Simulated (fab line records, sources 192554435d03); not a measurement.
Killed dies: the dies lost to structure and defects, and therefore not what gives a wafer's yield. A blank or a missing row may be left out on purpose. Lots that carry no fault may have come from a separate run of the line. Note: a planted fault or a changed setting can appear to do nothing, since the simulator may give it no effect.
Which tool did it? ; flow n5 finfet ; 23 lots with 69 wafers sampled at 6 steps, on a route of 1938 steps

WHAT THE GAUGES READ, wafer by wafer
N5_BEOL_M11_OVL_MEAS_29.
lot;measured;on;V10_OVL (nm)
L074;day 9 21:23;overlay-01;-0.7 -0.7 -0.2
L075;day 10 06:31;overlay-01;-1.4 -1.4 -0.6
L078;day 10 23:04;overlay-01;-0.2 -0.6 -0.3
L077;day 10 23:14;overlay-01;0.7 0.7 -0.1
L076;day 11 01:49;overlay-02;1.0 0.1 0.2
L079;day 11 02:13;overlay-02;-0.5 -0.9 -1.3
L080;day 11 13:23;overlay-02;-2.2 -1.1 -1.8
L081;day 11 19:49;overlay-02;0.0 -0.8 -0.3
L083;day 11 21:52;overlay-02;-0.7 -0.4 0.3
L082;day 12 06:04;overlay-02;-0.3 0.2 -0.1
L084;day 12 10:11;overlay-02;0.3 -0.2 -1.7
L085;day 13 06:37;overlay-02;-0.7 -0.6 -0.1
L087;day 13 12:39;overlay-02;0.0 0.7 0.1
L089;day 13 21:23;overlay-01;0.5 -0.5 -0.1
L086;day 13 21:57;overlay-02;-1.2 -0.1 -1.2
L090;day 14 14:53;overlay-01;-0.7 -0.9 -1.7
L091;day 15 02:43;overlay-02;-1.1 -2.7 -1.5
L093;day 15 05:10;overlay-02;-0.7 0.2 0.3
L092;day 15 08:29;overlay-02;-0.7 0.5 -1.2
L095;day 15 12:52;overlay-02;-0.3 -0.1 -0.1
L094;day 15 15:13;overlay-02;-0.8 -1.0 -1.1
L096;day 15 19:19;overlay-02;-0.6 -0.9 0.1
L097;day 16 04:56;overlay-02;-1.1 -1.0 -0.5

N5_BEOL_M12_CD_MEAS_17: the cd target is 140 nm.
lot;measured;on;cd nm (nm)
L074;day 10 03:32;cd sem-01;144.9 144.4 143.7
L075;day 10 13:49;cd sem-02;141.0 138.2 138.1
L078;day 11 04:33;cd sem-02;145.4 144.6 144.1
L077;day 11 05:02;cd sem-02;140.1 141.6 140.7
L076;day 11 07:22;cd sem-02;145.2 141.7 140.2
L079;day 11 07:38;cd sem-01;143.0 140.7 145.7
L080;day 11 18:21;cd sem-02;142.2 144.7 141.4
L081;day 12 01:37;cd sem-01;143.0 141.3 141.9
L083;day 12 02:08;cd sem-02;138.9 140.0 141.0
L082;day 12 10:58;cd sem-02;139.6 141.5 140.8
L084;day 12 14:25;cd sem-01;144.3 144.4 140.9
L085;day 13 10:29;cd sem-02;144.4 143.0 141.4
L087;day 13 16:34;cd sem-03;141.6 140.4 143.7
L089;day 14 02:53;cd sem-02;143.9 143.8 144.3
L086;day 14 03:10;cd sem-02;139.4 141.7 138.6
L090;day 14 20:33;cd sem-03;141.2 142.7 141.9
L091;day 15 07:41;cd sem-01;144.2 145.0 140.5
L093;day 15 10:10;cd sem-03;140.7 139.7 137.5
L092;day 15 12:40;cd sem-01;142.2 140.2 143.3
L095;day 15 16:55;cd sem-01;139.2 141.8 138.9
L094;day 15 19:08;cd sem-01;140.0 141.9 142.2
L096;day 16 01:04;cd sem-01;142.6 144.9 145.6
L097;day 16 09:13;cd sem-02;141.9 138.0 139.2

N5_BEOL_M13_CD_MEAS_10: the cd target is 190 nm.
lot;measured;on;cd nm (nm)
L074;day 10 08:26;cd sem-02;189.0 190.2 188.3
L075;day 10 19:11;cd sem-01;190.0 190.6 189.5
L078;day 11 08:38;cd sem-01;193.1 191.3 193.5
L077;day 11 09:41;cd sem-01;191.2 191.0 192.0
L076;day 11 10:32;cd sem-02;190.8 191.7 191.5
L079;day 11 14:44;cd sem-02;192.5 192.1 192.9
L080;day 11 22:40;cd sem-02;190.7 188.5 189.9
L081;day 12 06:13;cd sem-02;190.1 191.6 191.6
L083;day 12 07:02;cd sem-02;193.1 192.6 191.0
L082;day 12 14:34;cd sem-01;193.8 192.0 192.7
L084;day 12 19:40;cd sem-02;189.7 190.8 191.5
L085;day 13 14:25;cd sem-02;192.3 191.6 191.9
L087;day 13 22:52;cd sem-01;190.8 191.6 191.8
L089;day 14 06:58;cd sem-02;191.0 194.2 192.5
L086;day 14 07:51;cd sem-02;193.4 191.8 194.3
L090;day 15 01:45;cd sem-02;192.3 190.4 191.1
L091;day 15 11:28;cd sem-03;191.4 191.2 192.4
L093;day 15 15:26;cd sem-01;192.3 190.4 190.6
L092;day 15 17:36;cd sem-01;191.7 190.7 192.7
L095;day 15 21:12;cd sem-03;192.1 191.5 194.5
L094;day 15 23:29;cd sem-01;193.2 192.7 193.6
L096;day 16 06:51;cd sem-02;192.8 192.2 191.4
L097;day 16 13:16;cd sem-03;191.7 191.3 190.8

EACH LOT AND THE TOOL THAT RAN IT (in order: tool; ch and the chambers of the sampled wafers; start)
lot;N5_BEOL_M11_STRIP_67;N5_BEOL_M11_ETCH_66;N5_BEOL_M11_VIA_ETCH_34
L074;rie diel-03 ch 0,3, day 9 20:12;rie diel-05 ch 0,3, day 9 21:39;rie diel-05 ch 0,3, day 9 21:46
L075;rie diel-04 ch 0,1,3, day 10 05:52;rie diel-05 ch 2,3, day 10 06:39;rie diel-05 ch 2,3, day 10 06:47
L078;rie diel-05 ch 0,2,3, day 10 20:50;rie diel-03 ch 0,1, day 10 23:40;rie diel-03 ch 0,1, day 10 23:47
L077;rie diel-05 ch 0,1,2, day 10 21:37;rie diel-03 ch 0,1,3, day 11 00:07;rie diel-03 ch 0,1,3, day 11 00:15
L076;rie diel-05 ch 1,3, day 11 00:58;rie diel-03 ch 0,1,3, day 11 01:57;rie diel-03 ch 0,1,3, day 11 02:04
L079;rie diel-04 ch 0,2,3, day 11 01:34;rie diel-04 ch 0,1,2, day 11 02:25;rie diel-04 ch 0,1,2, day 11 02:32
L080;rie diel-05 ch 2,3, day 11 11:41;rie diel-03 ch 1,3, day 11 13:31;rie diel-03 ch 1,3, day 11 13:39
L081;rie diel-05 ch 2,3, day 11 17:09;rie diel-05 ch 2,3, day 11 20:15;rie diel-05 ch 2,3, day 11 20:22
L083;rie diel-03 ch 0,1,3, day 11 21:11;rie diel-04 ch 1,3, day 11 22:00;rie diel-04 ch 1,3, day 11 22:08
L082;rie diel-04 ch 1,2, day 12 04:38;rie diel-05 ch 0,1,3, day 12 06:13;rie diel-05 ch 0,1,3, day 12 06:20
L084;rie diel-04 ch 0,2,3, day 12 08:36;rie diel-04 ch 0,1,2, day 12 10:19;rie diel-04 ch 0,1,2, day 12 10:27
L085;rie diel-05 ch 0,2,3, day 13 03:14;rie diel-05 ch 0,2,3, day 13 06:45;rie diel-05 ch 0,2,3, day 13 06:53
L087;rie diel-04 ch 0,2,3, day 13 11:36;rie diel-03 ch 0,2,3, day 13 12:47;rie diel-03 ch 0,2,3, day 13 12:55
L089;rie diel-03 ch 0,1,2, day 13 13:47;rie diel-03 ch 0,1,2, day 13 21:54;rie diel-03 ch 0,1,2, day 13 22:02
L086;rie diel-05 ch 1,2, day 13 14:08;rie diel-05 ch 0,3, day 13 22:23;rie diel-05 ch 0,3, day 13 22:31
L090;rie diel-04 ch 0,2,3, day 14 09:46;rie diel-05 ch 0,1, day 14 15:29;rie diel-05 ch 0,1, day 14 15:37
L091;rie diel-03 ch 0,1,3, day 15 01:55;rie diel-05 ch 1,2,3, day 15 03:18;rie diel-05 ch 1,2,3, day 15 03:25
L093;rie diel-05 ch 0,1,3, day 15 04:25;rie diel-03 ch 0,2,3, day 15 05:34;rie diel-03 ch 0,2,3, day 15 05:41
L092;rie diel-03 ch 1,3, day 15 07:47;rie diel-05 ch 1,2, day 15 08:37;rie diel-05 ch 1,2, day 15 08:45
L095;rie diel-05 ch 1,2,3, day 15 12:00;rie diel-04 ch 1,2,3, day 15 13:01;rie diel-04 ch 1,2,3, day 15 13:08
L094;rie diel-05 ch 1,2,3, day 15 14:25;rie diel-04 ch 1,3, day 15 15:22;rie diel-04 ch 1,3, day 15 15:29
L096;rie diel-05 ch 1,2,3, day 15 18:38;rie diel-03 ch 0,2, day 15 19:44;rie diel-03 ch 0,2, day 15 19:52
L097;rie diel-05 ch 0,1,2, day 16 03:17;rie diel-03 ch 0,2, day 16 05:05;rie diel-03 ch 0,2, day 16 05:13
- N5_BEOL_M11_STRIP_67: strips in CF4.
- N5_BEOL_M11_ETCH_66: etches SOC in N2/H2, target depth 120 nm, overetch 24 nm, time 180 s.
- N5_BEOL_M11_VIA_ETCH_34: etches SiCOH lowk in C4F6/O2, target depth 184.5 nm, time 69.2 s.

WHAT THE TOOLS THEMSELVES READ (means of the sampled wafers that have a number; where no wafer has one, the mark that the record gives instead)
N5_BEOL_M11_STRIP_67.
lot;tool;bias power w (W);chamber pressure mTorr (mTorr);drypump motor current A (A);oes product au (a.u.);rf vpp V (V);showerhead plenum p Torr (Torr);throttle valve pct (%)
L074;rie diel-03;74.92;49.98;5.92;0.88;272.5;1.85;13.38
L075;rie diel-04;75.04;50.02;5.90;0.76;269.1;1.75;13.64
L078;rie diel-05;74.88;49.99;5.87;0.75;270.2;1.79;13.83
L077;rie diel-05;75.29;50.04;5.77;0.84;271.7;1.81;13.62
L076;rie diel-05;75.10;50.00;5.77;0.90;269.8;1.75;13.39
L079;rie diel-04;74.89;49.97;5.78;0.78;270.3;1.80;13.63
L080;rie diel-05;75.12;49.98;5.93;0.76;271.2;1.77;13.74
L081;rie diel-05;74.76;49.98;5.86;0.80;272.8;1.82;13.69
L083;rie diel-03;75.09;49.97;5.89;0.78;271.2;1.80;13.64
L082;rie diel-04;75.05;49.98;5.73;0.86;272.2;1.84;13.27
L084;rie diel-04;75.13;50.03;5.78;0.76;271.2;1.80;13.65
L085;rie diel-05;74.86;50.00;5.88;0.82;270.3;1.78;13.67
L087;rie diel-04;74.87;50.05;5.79;0.76;271.6;1.80;13.67
L089;rie diel-03;74.80;49.97;5.85;0.72;270.9;1.78;13.88
L086;rie diel-05;74.81;50.05;5.76;0.85;271.8;1.84;13.51
L090;rie diel-04;75.02;50.01;5.79;0.76;270.9;1.80;13.68
L091;rie diel-03;75.06;50.00;5.88;0.76;270.8;1.79;13.70
L093;rie diel-05;75.00;50.02;5.84;0.83;270.7;1.74;13.55
L092;rie diel-03;74.89;50.05;5.65;0.76;270.3;1.77;13.68
L095;rie diel-05;75.03;50.03;5.83;0.81;271.4;1.78;13.59
L094;rie diel-05;74.91;50.02;5.82;0.80;270.7;1.78;13.59
L096;rie diel-05;74.98;50.01;5.83;0.80;270.7;1.78;13.60
L097;rie diel-05;74.93;50.04;5.77;0.86;271.5;1.80;13.51

N5_BEOL_M11_ETCH_66.
lot;tool;chamber pressure mTorr (mTorr);drypump motor current A (A);h2 flow sccm (sccm);oes product au (a.u.);rf vpp V (V);showerhead plenum p Torr (Torr);throttle valve pct (%)
L074;rie diel-05;29.998;5.88;200.4;0.57;523;2.48;18.12
L075;rie diel-05;29.989;5.94;199.6;0.63;524;2.52;17.92
L078;rie diel-03;29.982;5.83;199.4;0.58;521;2.46;18.15
L077;rie diel-03;30.007;5.87;199.8;0.64;525;2.55;17.94
L076;rie diel-03;29.968;5.89;200.1;0.64;523;2.55;17.93
L079;rie diel-04;30.018;5.74;201.1;0.66;523;2.53;17.68
L080;rie diel-03;30.009;5.71;200.4;0.70;526;2.61;17.71
L081;rie diel-05;30.004;5.87;199.9;0.64;524;2.60;17.98
L083;rie diel-04;29.979;6.09;200.4;0.64;522;2.49;17.85
L082;rie diel-05;30.000;5.83;200.4;0.71;522;2.47;17.77
L084;rie diel-04;29.974;5.73;199.5;0.64;524;2.52;17.70
L085;rie diel-05;30.010;5.88;200.0;0.67;524;2.53;17.94
L087;rie diel-03;29.995;5.93;199.8;0.63;526;2.61;17.87
L089;rie diel-03;29.989;5.85;199.7;0.58;522;2.52;18.11
L086;rie diel-05;29.977;5.95;199.7;0.63;522;2.44;17.91
L090;rie diel-05;29.981;5.79;200.1;0.73;522;2.49;17.77
L091;rie diel-05;29.985;5.84;200.5;0.65;523;2.53;17.87
L093;rie diel-03;29.989;5.92;200.0;0.62;526;2.60;17.89
L092;rie diel-05;29.976;5.73;199.7;0.70;524;2.55;17.75
L095;rie diel-04;30.005;5.97;199.8;0.63;524;2.56;17.81
L094;rie diel-04;29.973;6.15;199.7;0.59;523;2.50;18.05
L096;rie diel-03;30.009;5.91;200.5;0.57;525;2.57;18.04
L097;rie diel-03;29.991;6.09;200.3;0.56;524;2.54;18.14

N5_BEOL_M11_VIA_ETCH_34.
lot;tool;chamber pressure mTorr (mTorr);drypump motor current A (A);oes product au (a.u.);rf vpp V (V);showerhead plenum p Torr (Torr);throttle valve pct (%)
L074;rie diel-05;29.962;5.88;0.70;659;2.79;21.29
L075;rie diel-05;30.003;5.93;0.78;653;2.84;21.19
L078;rie diel-03;29.997;5.81;0.73;665;2.76;21.11
L077;rie diel-03;30.010;5.90;0.80;673;2.86;20.97
L076;rie diel-03;30.017;5.89;0.79;673;2.86;20.98
L079;rie diel-04;30.021;5.73;0.81;657;2.84;20.82
L080;rie diel-03;29.997;5.71;0.86;674;2.94;20.81
L081;rie diel-05;29.997;5.88;0.80;648;2.93;21.20
L083;rie diel-04;29.995;6.09;0.79;657;2.79;20.89
L082;rie diel-05;30.008;5.83;0.88;656;2.78;20.97
L084;rie diel-04;29.989;5.74;0.79;657;2.84;20.82
L085;rie diel-05;30.007;5.88;0.83;652;2.85;21.15
L087;rie diel-03;30.006;5.93;0.78;682;2.92;20.97
L089;rie diel-03;29.992;5.84;0.72;674;2.82;21.10
L086;rie diel-05;29.992;5.93;0.78;660;2.76;21.17
L090;rie diel-05;30.024;5.78;0.92;655;2.80;20.91
L091;rie diel-05;29.997;5.84;0.81;650;2.85;21.05
L093;rie diel-03;29.990;5.92;0.76;682;2.91;20.98
L092;rie diel-05;30.004;5.72;0.87;648;2.87;20.86
L095;rie diel-04;30.020;5.95;0.78;657;2.87;20.94
L094;rie diel-04;30.019;6.13;0.73;659;2.80;21.12
L096;rie diel-03;29.986;5.91;0.71;682;2.87;21.07
L097;rie diel-03;30.034;6.08;0.69;682;2.84;21.16

THE ANSWER, worked out from the rows above alone
Rule: the lots themselves supply what counts as usual. Put in order of their means at a reading, lots are off if they are a third of the lots or fewer, leave a main group of 4 or more, and stand apart from it by a gap of 3 or more times the standard deviation of the main group's means; of several such gaps the widest counts. The tables above print the reading to a certain number of digits; a main group whose means all agree to those digits is not used. A lot without any number at a reading at which 4 lots or more have one is off too. Where the step has rows for the other lots, those lots are counted as sound. First the gauges in route order, then the tools' own readings, where a lot's mean is used as printed above. The first step at which some lot is off is used, and at that step the reading that is off furthest; a lot without a number counts as furthest.
No lot is off at any reading shown: from this, nothing can be told.

WHAT HAD BEEN PUT IN BY THE SIMULATOR
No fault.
